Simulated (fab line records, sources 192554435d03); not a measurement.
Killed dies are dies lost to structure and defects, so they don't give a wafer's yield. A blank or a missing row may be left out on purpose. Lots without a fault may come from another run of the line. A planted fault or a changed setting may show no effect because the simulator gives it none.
fab line records | flow n5_finfet | part 1 of 2: steps 1 to 4 of 6
record lots=20 wafers=60 last_day=18
route steps=1938 shown DUMMY_GATE@245 SD_EPI_N@275 SD_EPI_P@303 DUMMY_REMOVAL@377
lots that met no fault: from a run of the same line without faults
start_h: hours from the record's first day to the start of the lot's first wafer shown | wait_h: hours since the lot's step before | " the same as in the row above | L1.1+2: a row that stands for several wafers | - no value, or no start given | * or withheld: withheld | < > ~ a bound
route shown NAME@n: a module of which the file shows steps, and the number in the route of the first | usual: mean/standard deviation of fault-free wafers | same: alike in all rows | chamber/n: place in a boat | sites: the reading at each site | _std_site: their standard deviation | _edge_site: outer sites' mean less inner sites' | radius_mm: how far each site lies from the wafer's centre | mask NAME#n: copy n | behind: the tool/chamber that last shaped the wafer | hold: why the lot was held/for how many hours/how that ended | device: the transistor (n, p or np) that didn't switch | end of line: the same wafers' tests at the end of the route | a step without rows: its recipe alone | killed: dies lost to structure and defects at the first sort, not the wafer's yield | map: a wafer's dies, x killed, . not, _ none there
set.NAME: the setting as run; set.NAME@STEP: as run at that earlier step | model.NAME: the simulator's own value behind a step, which no gauge read
steps of the route over a sample of lots; a table a step, a row a wafer
services: from which hour (start_h, from the record's first day; less than 0 if before it) a tool's chamber was out of use, for how many hours, and why
## steps
# step N5_DUMMY_GATE_HM_OPEN_21
# recipe chemistry=CH3F/O2 target=SiNx target_depth_a=1200 Ar_flow_sccm=150 CH3F_flow_sccm=30 O2_flow_sccm=23 time_s=171.4 pressure_mtorr=30 source_w=395 bias_w=73 ion_energy_ev=120.7
# usual chamber_pressure_mTorr=30.000/0.025 drypump_motor_current_A=5.8/0.33 mfc_ar_sccm=150.0/0.45 oes_product_au=0.76/0.086 rf_vpp_V=295/7 showerhead_plenum_p_Torr=1.99/0.064 throttle_valve_pct=16.52/0.17
# same time_s=171.4
# columns lot.wafer tool chamber start_h wait_h chamber_pressure_mTorr drypump_motor_current_A mfc_ar_sccm oes_product_au rf_hours_counter_h rf_vpp_V showerhead_plenum_p_Torr throttle_valve_pct
L074.1 rie_diel-03 1 46.00 0.0 29.978 5.6 150.3 0.77 148 295 1.94 16.63
L074.2 " 3 " " 29.970 5.5 150.3 0.72 197 291 1.94 16.38
L074.3 " 2 " " 29.974 6.5 149.9 0.71 209 292 2.01 16.37
L076.3 rie_diel-06 3 58.61 0.0 29.981 6.0 150.2 0.82 89 286 1.98 16.57
L076.4 " 2 " " 29.990 5.9 150.4 0.71 209 308 2.07 16.43
L076.5 " 3 " " 30.012 6.0 149.6 0.81 - 287 1.98 16.55
L077.4 rie_diel-06 2 66.87 0.0 29.994 5.9 150.3 0.70 211 309 2.07 16.47
L077.5 " 3 " " 29.964 6.0 149.7 0.80 - 286 1.98 16.57
L077.6 " 2 " " 29.982 5.9 149.7 0.70 - 307 2.07 16.45
L078.2 rie_diel-03 2 72.45 0.0 29.984 6.5 149.3 0.69 220 293 2.00 16.40
L078.4 " 1 " " 30.032 5.6 150.0 0.75 158 294 1.93 16.67
L078.5 " 2 " " 29.996 6.5 150.2 0.69 - 292 2.00 16.40
L081.2 rie_diel-04 0 89.31 0.0 29.961 5.4 149.7 0.79 135 295 1.94 16.20
L081.3 " 3 " " 29.996 5.6 150.8 0.81 89 293 1.89 16.19
L081.5 " 0 " " 29.987 5.4 149.9 0.78 - 297 1.94 16.20
L082.1 rie_diel-03 2 96.94 0.0 30.028 6.5 150.0 0.69 228 292 2.00 16.41
L082.4 " 2 " " 30.016 6.6 150.1 0.68 - 292 2.00 16.41
L082.6 " 1 " " 29.983 5.6 150.1 0.75 - 294 1.93 16.69
L083.1 rie_diel-06 1 101.73 0.0 29.999 6.2 149.6 0.97 4 295 2.00 16.49
L083.3 " 0 " " 29.992 5.5 150.1 0.70 207 297 1.93 16.60
L083.4 " 3 " " 29.996 6.0 149.8 0.80 102 287 1.98 16.59
L084.1 rie_diel-06 3 108.73 0.0 30.029 6.0 150.1 0.79 104 286 1.98 16.58
L084.4 " 2 " " 30.013 5.9 149.9 0.68 223 308 2.07 16.47
L084.6 " 0 " " 29.998 5.5 149.6 0.70 - 294 1.93 16.60
L085.1 rie_diel-04 0 113.17 0.0 30.003 5.4 150.1 0.78 143 294 1.93 16.22
L085.2 " 2 " " 29.950 6.0 149.9 0.70 227 317 2.11 16.90
L085.3 " 3 " " 29.999 5.6 150.4 0.80 97 295 1.89 16.20
L086.3 rie_diel-03 0 120.64 0.0 29.983 5.8 149.9 0.91 16 294 2.06 16.45
L086.4 " 2 " " 29.977 6.6 151.1 0.68 234 292 2.00 16.41
L086.6 " 0 " " 30.054 5.8 149.6 0.92 - 292 2.06 16.45
L087.2 rie_diel-03 3 126.94 0.0 29.958 5.5 148.9 0.70 221 293 1.93 16.41
L087.3 " 1 " " 29.985 5.6 150.2 0.75 174 294 1.93 16.71
L087.4 " 0 " " 30.000 5.8 149.5 0.92 18 292 2.05 16.47
L088.3 rie_diel-03 0 136.74 0.0 30.030 5.8 150.5 0.91 20 293 2.05 16.47
L088.4 " 1 " " 29.992 5.6 150.8 0.74 177 295 1.93 16.71
L088.5 " 1 " " 29.980 5.6 150.8 0.74 - 296 1.93 16.72
L089.2 rie_diel-03 0 138.02 0.0 30.010 5.8 150.0 0.92 21 292 2.05 16.46
L089.4 " 2 " " 30.043 6.5 149.5 0.69 239 292 2.00 16.44
L089.5 " 3 " " 30.023 5.5 150.4 0.71 - 291 1.93 16.44
L090.1 rie_diel-04 1 144.77 0.0 29.974 6.2 150.4 0.74 156 299 2.11 16.35
L090.2 " 2 " " 30.025 6.1 149.9 0.69 237 318 2.10 16.92
L090.3 " 3 " " 30.010 5.7 150.5 0.80 103 293 1.88 16.21
L091.1 rie_diel-06 0 154.28 0.0 30.057 5.5 150.2 0.70 222 295 1.92 16.62
L091.5 " 0 " " 29.992 5.4 149.8 0.69 - 295 1.92 16.63
L091.6 " 3 " " 29.998 6.0 149.6 0.79 - 287 1.97 16.61
L092.1 rie_diel-06 0 155.23 0.0 29.981 5.5 150.3 0.71 223 294 1.92 16.63
L092.3 " 2 " " 30.013 5.9 150.8 0.67 238 308 2.06 16.50
L092.4 " 3 " " 29.997 6.0 149.7 0.78 119 286 1.97 16.61
L094.2 rie_diel-06 0 168.46 0.0 30.007 5.5 149.6 0.71 226 295 1.92 16.62
L094.3 " 2 " " 30.023 5.9 150.4 0.67 241 309 2.06 16.53
L094.5 " 3 " " 30.036 6.0 149.8 0.78 - 285 1.97 16.64
L095.1 rie_diel-06 1 172.02 0.0 29.963 6.2 150.2 0.91 23 297 1.99 16.51
L095.4 " 2 " " 30.039 5.9 150.3 0.67 242 307 2.06 16.51
L095.6 " 3 " " 30.021 6.0 149.7 0.78 - 285 1.97 16.62
L096.1 rie_diel-04 0 185.00 0.0 30.006 5.4 149.9 0.74 167 297 1.93 16.25
L096.4 " 2 " " 30.005 6.1 150.1 0.69 248 316 2.10 16.95
L096.6 " 2 " " 30.036 6.0 149.9 0.69 - 316 2.10 16.97
L097.2 rie_diel-03 1 189.78 0.0 29.981 5.6 150.4 0.74 193 295 1.92 16.74
L097.5 " 0 " " 29.977 5.8 150.1 0.89 - 291 2.05 16.48
L097.6 " 1 " " 29.978 5.6 150.6 0.74 - 294 1.92 16.74
# step N5_SD_EPI_N_ETCH_35
# recipe chemistry=N2/H2 target=SOC overetch_a=1080 mask_material=SiARC temp_c=40 ion_energy_ev=100 source_w=3000 bias_w=133 pressure_mtorr=20 time_s=486 n2_flow_sccm=200 h2_flow_sccm=200
# usual chamber_pressure_mTorr=19.999/0.017 drypump_motor_current_A=5.4/0.43 oes_product_au=0.73/0.056 rf_vpp_V=241.3/1.4 showerhead_plenum_p_Torr=2.59/0.078 throttle_valve_pct=23.9/0.43
# same time_s=486
# columns lot.wafer tool chamber start_h wait_h chamber_pressure_mTorr drypump_motor_current_A oes_product_au rf_hours_counter_h rf_vpp_V showerhead_plenum_p_Torr throttle_valve_pct
L074.1 rie_diel-02 1 48.33 0.0 20.000 5.0 0.76 57 243.3 2.71 23.9
L074.2 " 3 " " 19.996 5.2 0.71 89 240.6 2.58 23.8
L074.3 " 2 " " 19.985 6.4 0.82 13 242.1 2.67 23.3
L076.3 rie_diel-01 0 60.44 0.0 20.004 6.0 0.66 198 239.1 2.42 24.2
L076.4 " 1 " " 19.982 5.7 0.61 244 238.2 2.41 24.7
L076.5 " 3 " " 19.999 5.7 0.73 - 241.4 2.57 24.2
L077.4 rie_diel-02 3 68.62 0.0 20.019 5.2 0.71 97 241.5 2.58 23.9
L077.5 " 3 " " 20.000 5.2 0.71 - 241.1 2.58 23.9
L077.6 " 2 " " 20.018 6.4 0.81 - 243.8 2.67 23.3
L078.2 rie_diel-02 1 74.49 0.0 19.994 5.0 0.76 65 242.7 2.70 23.9
L078.4 " 2 " " 20.008 6.4 0.80 22 242.2 2.67 23.3
L078.5 " 2 " " 19.972 6.4 0.80 - 243.2 2.67 23.3
L081.2 rie_diel-05 2 91.34 0.0 20.013 5.2 0.64 219 242.7 2.64 24.0
L081.3 " 0 " " 20.005 5.4 0.82 20 239.4 2.47 24.1
L081.5 " 0 " " 19.994 5.4 0.83 - 240.5 2.47 24.0
L082.1 rie_diel-02 2 99.74 0.0 20.009 6.4 0.79 30 242.5 2.67 23.3
L082.4 " 3 " " 19.969 5.2 0.70 107 240.4 2.57 23.9
L082.6 " 0 " " 19.996 4.9 0.71 - 239.6 2.56 24.0
L083.1 rie_diel-05 1 104.60 0.0 19.998 5.6 0.70 109 242.9 2.64 22.9
L083.3 " 0 " " 20.003 5.4 0.82 25 239.0 2.47 24.0
L083.4 " 3 " " 20.020 5.1 0.78 53 241.5 2.61 24.4
L084.1 rie_diel-02 1 112.05 0.0 20.009 5.0 0.75 78 242.2 2.70 24.0
L084.4 " 2 " " 19.987 6.4 0.78 34 242.5 2.66 23.3
L084.6 " 0 " " 20.028 4.9 0.70 - 240.1 2.56 24.0
L085.1 rie_diel-01 3 116.57 0.0 19.988 5.7 0.72 93 241.7 2.56 24.2
L085.2 " 1 " " 20.009 5.7 0.84 5 244.7 2.72 24.3
L085.3 " 2 " " 19.969 5.2 0.74 62 240.8 2.59 23.5
L086.3 rie_diel-01 3 122.54 0.0 20.009 5.7 0.72 96 240.1 2.56 24.2
L086.4 " 0 " " 20.008 6.1 0.63 224 239.4 2.41 24.2
L086.6 " 3 " " 19.983 5.7 0.71 - 241.2 2.56 24.2
L087.2 rie_diel-01 2 130.02 0.0 20.008 5.2 0.74 66 241.0 2.59 23.6
L087.3 " 3 " " 20.007 5.7 0.71 97 240.9 2.56 24.2
L087.4 " 0 " " 19.977 6.0 0.63 225 239.6 2.41 24.2
L088.3 rie_diel-05 2 138.83 0.0 20.007 5.2 0.63 234 242.5 2.63 24.1
L088.4 " 3 " " 20.012 5.1 0.76 64 242.0 2.60 24.4
L088.5 " 1 " " 20.010 5.6 0.69 - 242.7 2.63 22.9
L089.2 rie_diel-02 0 139.82 0.0 19.972 4.9 0.69 144 240.1 2.56 24.0
L089.4 " 3 " " 19.972 5.2 0.68 - 240.9 2.57 23.9
L089.5 " 1 " " 20.014 5.0 0.73 - 241.3 2.69 24.0
L090.1 rie_diel-01 2 147.13 0.0 20.018 5.2 0.73 73 240.8 2.58 23.6
L090.2 " 1 " " 19.977 5.7 0.81 15 243.5 2.72 24.3
L090.3 " 0 " " 19.989 6.1 0.63 231 237.4 2.41 24.2
L091.1 rie_diel-05 0 156.11 0.0 20.007 5.4 0.80 42 238.7 2.46 24.1
L091.5 " 3 " " 20.010 5.1 0.75 - 240.4 2.60 24.4
L091.6 " 0 " " 19.986 5.4 0.79 - 240.5 2.46 24.1
L092.1 rie_diel-05 1 158.20 0.0 19.999 5.6 0.69 126 240.7 2.63 22.9
L092.3 " 3 " " 19.995 5.1 0.76 71 239.4 2.60 24.4
L092.4 " 0 " " 19.989 5.4 0.80 43 239.3 2.46 24.1
L094.2 rie_diel-05 3 170.49 0.0 20.015 5.1 0.75 77 241.5 2.60 24.4
L094.3 " 0 " " 20.018 5.4 0.78 49 239.5 2.46 24.1
L094.5 " 1 " " 19.986 5.6 0.69 - 242.9 2.63 22.9
L095.1 rie_diel-02 3 175.01 0.0 19.996 5.2 0.69 131 240.8 2.56 23.9
L095.4 " 1 " " 20.019 5.0 0.73 - 242.9 2.69 24.0
L095.6 " 3 " " 19.974 5.2 0.68 - 242.0 2.56 23.9
L096.1 rie_diel-02 0 187.57 0.0 19.984 4.9 0.68 154 239.9 2.55 24.0
L096.4 " 1 " " 19.984 5.0 0.71 - 242.2 2.69 24.0
L096.6 " 0 " " 19.993 4.9 0.68 - 240.8 2.55 24.0
L097.2 rie_diel-05 3 193.39 0.0 20.026 5.1 0.74 85 240.7 2.59 24.4
L097.5 " 0 " " 19.998 5.4 0.77 - 239.2 2.45 24.1
L097.6 " 1 " " 20.001 5.6 0.68 - 243.3 2.62 22.9
# step N5_SD_EPI_P_CD_MEAS_09
# recipe target_cd_nm=240 landing_energy_ev=500 detector=se_inlens
# usual cd_nm=239.8/0.93
# columns lot.wafer tool chamber start_h wait_h cd_nm
L074.1 cd_sem-02 0 53.04 - 237.8
L074.2 " 0 " " 237.8
L074.3 " 0 " " 238.7
L076.3 cd_sem-03 0 64.57 - 239.8
L076.4 " 0 " " 238.8
L076.5 " 0 " " 239.7
L077.4 cd_sem-01 0 73.68 - 238.7
L077.5 " 0 " " 238.9
L077.6 " 0 " " 239.9
L078.2 cd_sem-01 0 80.40 - 239.0
L078.4 " 0 " " 240.6
L078.5 " 0 " " 239.8
L081.2 cd_sem-03 0 95.57 - 240.3
L081.3 " 0 " " 238.9
L081.5 " 0 " " 239.6
L082.1 cd_sem-03 0 104.01 - 239.6
L082.4 " 0 " " 240.8
L082.6 " 0 " " 240.4
L083.1 cd_sem-02 0 109.01 - 238.9
L083.3 " 0 " " 239.0
L083.4 " 0 " " 238.8
L084.1 cd_sem-03 0 116.43 - 238.5
L084.4 " 0 " " 239.5
L084.6 " 0 " " 239.5
L085.1 cd_sem-03 0 121.47 - 239.8
L085.2 " 0 " " 239.9
L085.3 " 0 " " 238.9
L086.3 cd_sem-01 0 127.91 - 240.4
L086.4 " 0 " " 239.2
L086.6 " 0 " " 237.9
L087.2 cd_sem-02 0 135.04 - 238.9
L087.3 " 0 " " 240.3
L087.4 " 0 " " 241.8
L088.3 cd_sem-02 0 143.15 - 240.3
L088.4 " 0 " " 241.9
L088.5 " 0 " " 240.0
L089.2 cd_sem-03 0 144.54 - 241.3
L089.4 " 0 " " 240.8
L089.5 " 0 " " 239.2
L090.1 cd_sem-03 0 153.29 - 241.1
L090.2 " 0 " " 239.1
L090.3 " 0 " " 240.6
L091.1 cd_sem-01 0 161.16 - 241.0
L091.5 " 0 " " 241.4
L091.6 " 0 " " 239.5
L092.1 cd_sem-01 0 162.32 - 240.4
L092.3 " 0 " " 239.2
L092.4 " 0 " " 240.4
L094.2 cd_sem-01 0 174.74 - 240.1
L094.3 " 0 " " 239.3
L094.5 " 0 " " 239.2
L095.1 cd_sem-01 0 179.26 - 238.2
L095.4 " 0 " " 238.6
L095.6 " 0 " " 240.2
L096.1 cd_sem-03 0 192.28 - 238.6
L096.4 " 0 " " 240.7
L096.6 " 0 " " 241.3
L097.2 cd_sem-01 0 197.82 - 240.4
L097.5 " 0 " " 239.3
L097.6 " 0 " " 240.1
# step N5_SD_EPI_P_ETCH_37
# recipe chemistry=N2/H2 target=SOC overetch_a=1080 mask_material=SiARC temp_c=40 ion_energy_ev=100 source_w=3000 bias_w=133 pressure_mtorr=20 time_s=486 n2_flow_sccm=200 h2_flow_sccm=200 ends=end_point
# usual chamber_pressure_mTorr=19.998/0.018 drypump_motor_current_A=5.9/0.32 oes_product_au=0.68/0.058 rf_vpp_V=240.3/1.5 showerhead_plenum_p_Torr=2.49/0.1 throttle_valve_pct=23.64/0.28
# columns lot.wafer tool chamber start_h wait_h chamber_pressure_mTorr drypump_motor_current_A oes_product_au rf_hours_counter_h rf_vpp_V showerhead_plenum_p_Torr throttle_valve_pct
L074.1 rie_diel-03 1 53.74 0.0 20.003 5.6 0.68 151 240.2 2.43 24.08
L074.2 " 3 " " 19.972 5.5 0.65 200 240.1 2.41 23.56
L074.3 " 2 " " 20.008 6.6 0.64 213 240.8 2.49 23.19
L076.3 rie_diel-04 1 64.97 0.0 19.965 6.2 0.70 128 242.1 2.62 23.35
L076.4 " 2 " " 20.011 6.1 0.65 210 242.8 2.62 23.90
L076.5 " 1 " " 20.013 6.2 0.69 - 241.0 2.62 23.35
L077.4 rie_diel-04 3 74.02 0.2 20.017 5.6 0.73 - 238.6 2.35 23.33
L077.5 " 2 " " 20.005 6.1 0.64 - 242.2 2.62 23.90
L077.6 " 1 " " 19.992 6.2 0.69 - 241.6 2.62 23.38
L078.2 rie_diel-04 3 80.58 0.0 19.996 5.7 0.74 86 239.0 2.35 23.37
L078.4 " 0 " " 20.042 5.5 0.70 132 239.3 2.43 23.35
L078.5 " 0 " " 20.012 5.5 0.70 - 238.4 2.43 23.35
L081.2 rie_diel-06 1 96.13 0.0 20.012 6.2 0.86 2 241.4 2.50 23.91
L081.3 " 2 " " 20.004 5.9 0.62 219 240.8 2.62 23.79
L081.5 " 0 " " 20.004 5.4 0.63 - 240.9 2.40 23.85
L082.1 rie_diel-04 1 104.37 0.0 20.017 6.2 0.69 142 241.8 2.62 23.40
L082.4 " 0 " " 19.974 5.5 0.69 140 239.8 2.42 23.35
L082.6 " 2 " " 19.991 6.0 0.63 - 242.6 2.61 23.93
L083.1 rie_diel-06 3 109.19 0.0 20.024 6.0 0.71 104 240.5 2.44 23.59
L083.3 " 2 " " 19.990 5.9 0.62 223 242.2 2.62 23.81
L083.4 " 0 " " 19.960 5.5 0.63 209 239.1 2.39 23.88
L084.1 rie_diel-04 2 116.61 0.0 19.996 6.0 0.63 228 243.1 2.61 23.93
L084.4 " 3 " " 20.034 5.7 0.72 98 237.2 2.35 23.36
L084.6 " 0 " " 20.009 5.4 0.69 - 239.1 2.42 23.37
L085.1 rie_diel-04 1 121.65 0.0 20.014 6.2 0.69 148 242.1 2.61 23.42
L085.2 " 0 " " 19.992 5.4 0.69 146 239.4 2.42 23.36
L085.3 " 2 " " 19.982 6.0 0.64 230 240.8 2.61 23.92
L086.3 rie_diel-04 2 128.44 0.0 19.985 6.1 0.63 233 241.7 2.61 23.94
L086.4 " 3 " " 20.019 5.6 0.72 99 238.1 2.35 23.36
L086.6 " 1 " " 20.020 6.2 0.68 - 242.5 2.61 23.41
L087.2 rie_diel-06 3 135.42 0.0 19.984 6.0 0.70 112 240.5 2.43 23.59
L087.3 " 2 " " 19.984 5.9 0.62 231 242.0 2.62 23.82
L087.4 " 1 " " 19.974 6.2 0.82 13 240.0 2.49 23.93
L088.3 rie_diel-04 1 143.44 0.0 20.006 6.2 0.68 155 241.9 2.61 23.41
L088.4 " 3 " " 19.980 5.6 0.72 103 238.8 2.34 23.36
L088.5 " 2 " " 20.005 6.1 0.63 - 240.6 2.61 23.94
L089.2 rie_diel-06 2 144.72 0.0 20.011 5.9 0.62 234 242.3 2.61 23.82
L089.4 " 1 " " 20.001 6.2 0.81 16 239.9 2.49 23.93
L089.5 " 1 " " 19.984 6.2 0.82 - 241.3 2.49 23.92
L090.1 rie_diel-06 3 153.62 0.0 20.024 6.0 0.70 118 240.4 2.43 23.61
L090.2 " 2 " " 19.991 5.9 0.61 237 242.4 2.61 23.83
L090.3 " 1 " " 20.032 6.2 0.82 19 241.0 2.49 23.93
L091.1 rie_diel-04 0 161.34 0.0 19.991 5.4 0.68 159 239.0 2.42 23.37
L091.5 " 2 " " 20.000 6.1 0.62 - 241.1 2.60 23.95
L091.6 " 1 " " 19.970 6.2 0.67 - 241.8 2.61 23.41
L092.1 rie_diel-04 1 162.50 0.0 19.963 6.2 0.67 162 240.2 2.61 23.40
L092.3 " 0 " " 20.019 5.5 0.68 160 238.7 2.42 23.37
L092.4 " 2 " " 19.978 6.1 0.62 242 241.5 2.60 23.96
L094.2 rie_diel-04 0 174.92 0.0 19.989 5.5 0.67 164 239.4 2.41 23.38
L094.3 " 2 " " 20.009 6.1 0.62 246 242.2 2.60 23.95
L094.5 " 0 " " 20.000 5.4 0.68 - 238.5 2.41 23.38
L095.1 rie_diel-03 0 179.44 0.0 19.995 5.9 0.78 33 241.4 2.58 24.25
L095.4 " 3 " " 19.987 5.5 0.62 - 238.8 2.40 23.61
L095.6 " 0 " " 20.014 5.8 0.78 - 242.6 2.58 24.25
L096.1 rie_diel-06 2 192.77 0.0 20.006 5.9 0.61 245 240.9 2.61 23.82
L096.4 " 0 " " 19.992 5.5 0.63 233 237.7 2.38 23.90
L096.6 " 2 " " 19.985 5.9 0.61 - 242.2 2.61 23.84
L097.2 rie_diel-06 2 198.00 0.0 19.978 5.9 0.61 246 238.9 2.61 23.84
L097.5 " 2 " " 19.993 5.9 0.61 - 241.5 2.61 23.86
L097.6 " 1 " " 20.025 6.2 0.79 - 240.1 2.49 23.95
